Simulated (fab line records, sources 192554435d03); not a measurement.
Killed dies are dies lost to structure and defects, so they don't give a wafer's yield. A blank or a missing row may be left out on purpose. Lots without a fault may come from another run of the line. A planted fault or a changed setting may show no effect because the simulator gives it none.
Chamber matching | flow n5_finfet | N5_BEOL_M5_CO_CAP_78 on cvd_co-01: 3 sister chambers
The step material Co, precursor CCTBA/H2, target thk 2 nm, time 102.1 s. 14 wafers are shown with their chamber, then 7 later ones without.

WAFERS WITH THEIR CHAMBER
wafer  | chamber | heater_power_w (W)
L075.1 | 0       | 237
L075.3 | 2       | 190
L075.6 | 1       | 231
L076.1 | 0       | 231
L076.2 | 1       | 228
L076.3 | 2       | 187
L080.2 | 1       | 231
L080.3 | 2       | 186
L080.6 | 0       | 231
L084.1 | 1       | 230
L084.5 | 0       | 233
L084.6 | 2       | 190
L087.2 | 2       | 189
L087.5 | 1       | 228

SIGNATURES (means of the wafers above)
reading        | chamber 0 | chamber 1 | chamber 2 | scatter within a chamber
heater_power_w | 233.00    | 229.60    | 188.40    | 2.05
Rule: a wafer's distance from a chamber is the root of the sum, over the readings, of the square of ((its reading less the chamber's mean) divided by the reading's scatter). The wafer belongs to the nearest chamber; if the next one is less than 2 further off, it can't be placed. The scatter: the root of (the sum of the squares of (reading less its chamber's mean) over the shown wafers, divided by (wafers less chambers)).

WAFERS WITHOUT THEIR CHAMBER
wafer  | heater_power_w (W)
L087.6 | 229
L088.1 | 224
L088.2 | 191
L088.6 | 229
L086.1 | 232
L086.3 | 192
L086.4 | 187

WHICH CHAMBER EACH WENT THROUGH
wafer  | from the rows above     | in truth
L087.6 | can't be placed: 1 or 0 | 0
L088.1 | can't be placed: 1 or 0 | 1
L088.2 | 2                       | 2
L088.6 | can't be placed: 1 or 0 | 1
L086.1 | can't be placed: 0 or 1 | 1
L086.3 | 2                       | 2
L086.4 | 2                       | 2
Placed correctly: 3 of 7. Can't be placed from these rows: 4 (the true chamber is among the candidates in 4). Placed wrongly: 0.
